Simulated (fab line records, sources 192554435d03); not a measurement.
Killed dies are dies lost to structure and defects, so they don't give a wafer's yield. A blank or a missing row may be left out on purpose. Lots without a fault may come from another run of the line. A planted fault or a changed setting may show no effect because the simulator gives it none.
fab line records | flow n5_finfet
record lots=10 wafers=28 last_day=18
route steps=1938 shown HKMG_FIN@400 BEOL_M4@1111
lots that met no fault: from a run of the same line without faults
start_h: hours from the record's first day to the start of the lot's first wafer shown | wait_h: hours since the lot's step before | " the same as in the row above | L1.1+2: a row that stands for several wafers | - no value, or no start given | * or withheld: withheld | < > ~ a bound
route shown NAME@n: a module of which the file shows steps, and the number in the route of the first | usual: mean/standard deviation of fault-free wafers | same: alike in all rows | chamber/n: place in a boat | sites: the reading at each site | _std_site: their standard deviation | _edge_site: outer sites' mean less inner sites' | radius_mm: how far each site lies from the wafer's centre | mask NAME#n: copy n | behind: the tool/chamber that last shaped the wafer | hold: why the lot was held/for how many hours/how that ended | device: the transistor (n, p or np) that didn't switch | end of line: the same wafers' tests at the end of the route | a step without rows: its recipe alone | killed: dies lost to structure and defects at the first sort, not the wafer's yield | map: a wafer's dies, x killed, . not, _ none there
set.NAME: the setting as run; set.NAME@STEP: as run at that earlier step | model.NAME: the simulator's own value behind a step, which no gauge read
steps of the route over a sample of lots; a table a step, a row a wafer
services: from which hour (start_h, from the record's first day; less than 0 if before it) a tool's chamber was out of use, for how many hours, and why
## steps
# step N5_HKMG_FIN_INSPECT_61
# recipe mode=adi inspect_instrument=macro
# usual raw_defect_count=2.1/1.4
# columns lot.wafer tool chamber start_h wait_h raw_defect_count
L941.1 defect_inspect-02 - 70.41 0.0 1
L941.3 " - " " 0
L941.5 " - " " 2
L947.1 defect_inspect-01 - 109.87 0.0 2
L947.2 " - " " 3
L947.6 " - " " 3
L948.2 defect_inspect-02 - 125.38 0.0 0
L948.5 " - " " 0
L950.2 defect_inspect-02 - 129.80 0.0 3
L950.4 " - " " 2
L950.5 " - " " 4
L951.3 defect_inspect-02 - 132.52 0.0 6
L951.4 " - " " 1
L957.1 defect_inspect-02 - 170.31 0.0 2
L957.5 " - " " 1
L957.6 " - " " 2
L959.2 defect_inspect-01 - 180.43 0.0 4
L959.5 " - " " 1
L959.6 " - " " 2
L960.3 defect_inspect-02 - 187.03 0.0 1
L960.4 " - " " 2
L960.5 " - " " 4
L961.4 defect_inspect-02 - 196.45 0.0 2
L961.5 " - " " 3
L961.6 " - " " 5
L963.1 defect_inspect-01 - 212.46 0.0 4
L963.2 " - " " 2
L963.3 " - " " 1
# step N5_HKMG_FIN_ETCH_86
# recipe chemistry=N2/H2 target=SOC target_depth_a=3932 stop_on=TiN ion_energy_ev=100 bias_w=61 pressure_mtorr=30 source_w=850 n2_flow_sccm=200 h2_flow_sccm=200
# usual drypump_motor_current_A=5.8/0.36 oes_product_au=0.80/0.089 rf_vpp_V=241.0/1.4 showerhead_plenum_p_Torr=2.55/0.091 throttle_valve_pct=17.79/0.25
# columns lot.wafer tool chamber start_h wait_h drypump_motor_current_A oes_product_au rf_hours_counter_h rf_vpp_V showerhead_plenum_p_Torr throttle_valve_pct
L941.1 rie_diel-03 3 75.14 - 5.6 0.89 25 240.3 2.59 17.59
L941.3 " 2 " " 5.8 0.76 137 238.9 2.45 17.85
L941.5 " 1 " " 5.4 0.73 - 239.9 2.39 17.79
L947.1 rie_diel-01 0 115.38 - 6.2 0.81 95 242.9 2.55 17.73
L947.2 " 1 " " 5.9 0.82 79 243.6 2.67 17.54
L947.6 " 1 " " 5.9 0.82 - 241.1 2.67 17.54
L948.2 rie_diel-01 3 130.65 - 5.1 0.66 242 239.4 2.39 18.00
L948.5 " 2 " " 6.2 0.68 - 242.4 2.59 17.99
L950.2 rie_diel-03 3 134.61 - 5.6 0.85 46 241.1 2.58 17.62
L950.4 " 2 " " 5.7 0.74 157 238.1 2.44 17.89
L950.5 " 0 " " 5.5 0.70 - 242.2 2.63 18.14
L951.3 rie_diel-01 1 137.35 - 5.9 0.81 87 242.1 2.67 17.55
L951.4 " 1 " " 5.9 0.81 - 241.8 2.67 17.55
L957.1 rie_diel-01 0 175.38 - 6.2 0.78 124 241.4 2.54 17.79
L957.5 " 1 " " 6.0 0.79 - 242.6 2.66 17.63
L957.6 " 0 " " 6.2 0.78 - 240.8 2.54 17.79
L959.2 rie_diel-01 0 185.28 - 6.2 0.77 129 242.3 2.53 17.80
L959.5 " 0 " " 6.2 0.77 - 241.6 2.53 17.80
L959.6 " 3 " " 5.1 0.97 - 242.7 2.71 17.52
L960.3 rie_diel-03 2 192.85 - 5.7 0.73 172 239.3 2.44 17.90
L960.4 " 3 " " 5.7 0.82 69 240.7 2.57 17.66
L960.5 " 1 " " 5.4 0.69 - 238.4 2.38 17.85
L961.4 rie_diel-01 0 201.85 - 6.2 0.77 - 241.0 2.53 17.81
L961.5 " 3 " " 5.1 0.94 - 242.2 2.70 17.54
L961.6 " 2 " " 6.2 0.91 - 241.1 2.58 17.69
L963.1 rie_diel-01 3 217.92 - 5.1 0.92 14 241.8 2.70 17.53
L963.2 " 0 " " 6.2 0.77 142 239.0 2.53 17.82
L963.3 " 1 " " 5.9 0.78 124 242.7 2.65 17.64
# step N5_HKMG_FIN_NWFM_ALD_20
# recipe material=TiAlC target_thk_a=20 temp_c=300 ald_precursor_family=TiCl4 ald_co_reactant=TEA pulse_time_s=3 purge_time_s=2 co_reactant_purge_time_s=2 co_reactant_pulse_time_s=10 ald_cycles=7 pressure_torr=3
# usual co_reactant_pulse_time_s=10/0 heater_power_w=500/40 precursor_pulse_height_rel=1.000/0.021 susceptor_temp_C=299.98/0.2
# same ald_cycles=7 pulse_time_s=3
# columns lot.wafer tool chamber start_h wait_h co_reactant_pulse_time_s heater_power_w precursor_pulse_height_rel susceptor_temp_C
L941.1 ald_metal-04 0 75.77 0.3 10 481 0.981 300.16
L941.3 " 2 " " 10 555 0.979 300.28
L941.5 " 3 " " 10 470 0.961 299.87
L947.1 ald_metal-04 2 116.01 0.3 10 556 1.029 299.85
L947.2 " 1 " " 10 488 1.037 299.97
L947.6 " 0 " " 10 487 1.003 299.87
L948.2 ald_metal-04 1 131.47 0.3 11.426 497 0.984 299.98
L948.5 " 1 " " 10 478 1.002 299.83
L950.2 ald_metal-04 3 135.24 0.3 11.426 469 0.965 299.93
L950.4 " 2 " " 11.426 550 1.039 299.78
L950.5 " 0 " " 10 493 0.976 299.70
L951.3 ald_metal-04 1 137.99 0.1 10 493 1.014 299.92
L951.4 " 2 " " 11.426 555 1.010 300.02
L957.1 ald_metal-03 2 176.01 0.3 10 546 0.999 299.93
L957.5 " 2 " " 10 564 0.990 299.95
L957.6 " 1 " " 10 565 1.012 299.98
L959.2 ald_metal-01 3 185.92 0.3 10 516 0.990 300.21
L959.5 " 3 " " 10 502 0.979 299.92
L959.6 " 2 " " 10 454 1.018 300.09
L960.3 ald_metal-03 2 193.48 0.1 10 549 0.997 299.83
L960.4 " 0 " " 10 440 1.012 299.95
L960.5 " 0 " " 10 433 0.987 299.83
L961.4 ald_metal-01 1 202.51 0.1 10 476 0.961 299.58
L961.5 " 3 " " 10 535 1.026 299.82
L961.6 " 2 " " 10 454 0.985 299.81
L963.1 ald_metal-04 2 218.55 0.3 10 559 1.003 299.85
L963.2 " 0 " " 10 487 1.022 299.83
L963.3 " 3 " " 10 458 0.980 299.75
# step N5_HKMG_FIN_STRIP_90
# recipe chemistry=N2/H2 material=SOC time_s=20 power_w=500 temp_c=40 pressure_mtorr=50 rf_frequency_hz=6e+07 bias_power_w=8 h2_frac=0.5 n2_flow_sccm=300 h2_flow_sccm=300
# usual drypump_motor_current_A=5.7/0.31 oes_product_au=0.83/0.099 rf_vpp_V=54.2/0.88 showerhead_plenum_p_Torr=3.35/0.11 throttle_valve_pct=19.0/0.39
# columns lot.wafer tool chamber start_h wait_h drypump_motor_current_A oes_product_au rf_hours_counter_h rf_vpp_V showerhead_plenum_p_Torr throttle_valve_pct
L941.1 rie_diel-01 3 76.40 0.0 5.2 0.69 226 52.5 3.18 19.1
L941.3 " 1 " " 6.0 0.83 68 55.0 3.53 18.5
L941.5 " 0 " " 6.2 0.87 - 54.1 3.37 18.9
L947.1 rie_diel-01 2 116.51 0.0 6.2 0.70 245 54.5 3.42 19.1
L947.2 " 1 " " 5.9 0.82 80 53.4 3.52 18.6
L947.6 " 2 " " 6.2 0.69 - 52.7 3.42 19.1
L948.2 rie_diel-05 2 131.97 0.0 5.9 0.98 12 55.1 3.33 19.9
L948.5 " 3 " " 5.3 1.02 - 55.6 3.29 19.1
L950.2 rie_diel-03 2 135.74 0.0 5.7 0.76 157 52.6 3.23 19.4
L950.4 " 1 " " 5.4 0.73 196 53.4 3.16 18.9
L950.5 " 3 " " 5.6 0.89 - 54.0 3.41 18.8
L951.3 rie_diel-05 1 138.49 0.0 5.9 0.89 40 55.1 3.40 18.2
L951.4 " 3 " " 5.3 1.00 3 54.4 3.29 19.1
L957.1 rie_diel-01 0 176.51 0.0 6.2 0.81 125 54.7 3.35 18.9
L957.5 " 0 " " 6.2 0.81 - 54.9 3.35 18.9
L957.6 " 1 " " 6.0 0.78 - 56.5 3.50 18.6
L959.2 rie_diel-01 2 186.72 0.0 6.2 0.96 19 54.1 3.41 18.8
L959.5 " 3 " " 5.1 1.00 - 53.4 3.57 18.7
L959.6 " 0 " " 6.2 0.80 - 54.6 3.35 19.0
L960.3 rie_diel-03 2 194.27 0.0 5.7 0.76 173 53.0 3.22 19.4
L960.4 " 3 " " 5.7 0.86 70 53.6 3.40 18.9
L960.5 " 3 " " 5.6 0.87 - 54.3 3.40 18.8
L961.4 rie_diel-05 0 203.01 0.0 5.8 0.74 189 54.4 3.33 19.0
L961.5 " 1 " " 5.8 0.87 - 55.4 3.39 18.2
L961.6 " 0 " " 5.8 0.74 - 54.7 3.33 19.0
L963.1 rie_diel-01 0 219.05 0.0 6.2 0.79 143 53.5 3.34 19.0
L963.2 " 1 " " 5.9 0.75 125 53.6 3.50 18.7
L963.3 " 2 " " 6.2 0.93 32 54.6 3.40 18.9
# step N5_BEOL_M4_RC_MEAS_101
# usual DIBL_N=35.4/2.1 DIBL_P=34.8/2.6 IOFF_N=0.15/0.037 IOFF_P=0.19/0.037 ION_N=677/16 ION_P=462/9.3 SS_N=71.4/0.75 SS_P=72.9/0.77 VT_N=250/3.7 VT_P=-251/3.5
# columns lot.wafer tool chamber start_h wait_h DIBL_N[mV/V] DIBL_P[mV/V] IOFF_N[nA/um] IOFF_P[nA/um] ION_N[uA/um] ION_P[uA/um] SS_N[mV/dec] SS_P[mV/dec] VT_N[mV] VT_P[mV]
L941.1 prober-01 0 183.49 0.0 35.6 34.3 0.13 0.14 654 441 71.5 72.4 255 -257
L941.3 " 0 " " 39.3 38.9 0.22 0.20 684 455 73.0 73.8 247 -256
L941.5 " 0 " " 37.9 37.1 0.19 0.18 686 455 72.5 73.3 249 -254
L947.1 prober-01 0 202.96 0.5 34.8 33.8 0.13 0.16 664 456 71.1 73.1 251 -257
L947.2 " 0 " " 37.2 36.0 0.16 0.18 678 457 71.7 73.2 248 -253
L947.6 " 0 " " 34.0 32.3 0.12 0.13 660 448 70.9 71.5 255 -257
L948.2 prober-01 0 226.99 0.6 35.8 35.1 0.17 0.19 701 474 71.5 72.5 244 -250
L948.5 " 0 " " 36.7 35.7 0.16 0.20 690 471 71.1 72.8 247 -250
L950.2 prober-01 0 230.56 0.2 34.5 34.6 0.14 0.17 688 463 71.4 72.2 250 -252
L950.4 " 0 " " 36.8 37.8 0.16 0.19 673 452 71.6 73.7 249 -256
L950.5 " 0 " " 36.8 36.9 0.16 0.19 668 457 71.8 73.4 249 -253
L951.3 prober-01 0 231.65 1.0 36.2 34.6 0.15 0.20 677 466 71.3 73.2 246 -252
L951.4 " 0 " " 37.3 35.1 0.16 0.19 665 449 71.3 72.4 248 -252
L957.1 prober-01 0 278.83 0.0 37.6 37.1 0.17 0.22 678 467 71.9 73.8 248 -246
L957.5 " 0 " " 35.6 36.4 0.13 0.20 662 464 71.2 72.4 254 -250
L957.6 " 0 " " 38.4 37.6 0.22 0.24 669 460 72.4 73.7 249 -248
L959.2 prober-01 0 283.74 0.2 33.2 32.4 0.11 0.15 670 451 70.2 72.3 255 -254
L959.5 " 0 " " 36.7 37.0 0.16 0.20 692 469 71.6 73.0 251 -251
L959.6 " 0 " " 34.9 35.9 0.14 0.20 669 463 70.1 73.3 251 -251
L960.3 prober-01 0 286.65 0.3 36.2 36.9 0.18 0.22 694 472 72.3 72.9 247 -249
L960.4 " 0 " " 37.5 38.8 0.21 0.25 697 472 72.2 73.3 246 -249
L960.5 " 0 " " 37.8 38.8 0.20 0.24 696 471 72.2 73.0 245 -245
L961.4 prober-01 0 303.34 0.5 35.9 34.1 0.13 0.15 656 449 71.6 72.8 255 -254
L961.5 " 0 " " 39.2 39.1 0.20 0.22 709 469 72.2 74.6 245 -253
L961.6 " 0 " " 35.8 33.8 0.13 0.14 668 445 71.5 73.2 254 -261
L963.1 prober-01 0 327.31 0.0 35.5 35.0 0.15 0.23 676 468 71.7 73.1 254 -243
L963.2 " 0 " " 32.7 31.9 0.11 0.18 672 472 70.3 71.7 254 -247
L963.3 " 0 " " 35.4 36.6 0.16 0.25 688 474 71.5 72.9 249 -244
## services
# columns tool chamber start_h hours kind
rie_diel-03 1 52.70 4.1 repair
rie_diel-03 2 60.98 1.8 repair
ald_metal-03 - 68.37 2.9 repair
rie_diel-01 - 87.14 1.0 repair
ald_metal-04 0 122.42 2.0 repair
ald_metal-03 0 127.05 11.6 repair
rie_diel-01 2 134.57 - clean
rie_diel-01 2 134.57 - consumable_replace:esc
rie_diel-01 2 134.57 - consumable_replace:focus_ring
rie_diel-01 2 134.57 18.7 scheduled_down
rie_diel-01 2 134.57 18.7 vent_cycle
ald_metal-04 0 138.99 24.5 repair
ald_metal-04 3 140.65 11.8 repair
rie_diel-01 - 141.22 1.0 repair
rie_diel-05 - 143.37 14.6 pm
rie_diel-03 3 149.91 2.5 repair
rie_diel-01 3 153.44 - clean
rie_diel-01 3 153.44 - consumable_replace:focus_ring
rie_diel-01 3 153.44 - consumable_replace:showerhead
rie_diel-01 3 153.44 27.5 scheduled_down
rie_diel-05 - 180.40 15.6 pm
ald_metal-01 1 190.98 1.6 repair
ald_metal-04 - 202.39 0.8 repair
ald_metal-04 - 207.84 2.8 pm
## key
first_sign step=N5_HKMG_FIN_NWFM_ALD_20 reading=co_reactant_pulse_time_s direction=up sigmas=99+ usual=* struck=*
effect none on later readings
met_at N5_HKMG_FIN_NWFM_ALD_20
struck_lots L948,L950,L951
struck_wafers L948.2,L950.2,L950.4,L951.4
not_acting_at N5_HKMG_FIN_INSPECT_61,N5_HKMG_FIN_ETCH_86,N5_HKMG_FIN_STRIP_90
onset_between 116.01 131.47
fault kind=process_parameter_drift tool=ald_metal-04 chamber=- onset_h=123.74 steps=N5_HKMG_FIN_NWFM_ALD_20 channel=co_reactant_pulse_time_s offset=* shape=step end_h=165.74 scope=struck_wafers_only acts_in=* stated=*
